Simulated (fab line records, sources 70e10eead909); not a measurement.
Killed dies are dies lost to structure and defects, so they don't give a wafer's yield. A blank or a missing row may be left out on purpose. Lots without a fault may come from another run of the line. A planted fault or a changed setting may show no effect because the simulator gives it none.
Chamber matching | flow nand_harc | NHARC_A_STAIRCASE_TRIM_20 on rie_diel-08: 3 sister chambers
The step chemistry O2, time 211.2 s. 3 wafers are shown with their chamber, then 9 later ones without.

WAFERS WITH THEIR CHAMBER
wafer  | chamber | showerhead_plenum_p_Torr (Torr)
L079.2 | 3       | 3.48
L079.6 | 0       | 3.56
L087.2 | 1       | 3.33

WAFERS WITHOUT THEIR CHAMBER
wafer  | showerhead_plenum_p_Torr (Torr)
L087.3 | 3.55
L087.4 | 3.47
L089.2 | 3.33
L089.4 | 3.47
L089.5 | 3.33
L090.4 | 3.55
L090.5 | 3.55
L093.3 | 3.47
L093.4 | 3.55

WHICH CHAMBER EACH WENT THROUGH
wafer  | from the rows above | in truth
L087.3 | 0                   | 0
L087.4 | 3                   | 3
L089.2 | 1                   | 1
L089.4 | 3                   | 3
L089.5 | 1                   | 1
L090.4 | 0                   | 0
L090.5 | 0                   | 0
L093.3 | 3                   | 3
L093.4 | 0                   | 0
Placed correctly: 9 of 9. Can't be placed from these rows: 0. Placed wrongly: 0.
How it was worked out, from the rows above alone: a wafer's distance from a chamber is the root of the sum, over the readings, of the square of ((its reading less the chamber's mean) divided by the reading's scatter). The wafer belongs to the nearest chamber; if the next one is less than 2 further off, it can't be placed. A chamber's mean is the mean of its shown wafers. The scatter: with one shown wafer a chamber, the root of the mean of the squares of how far each hidden wafer lies from its nearest shown one.
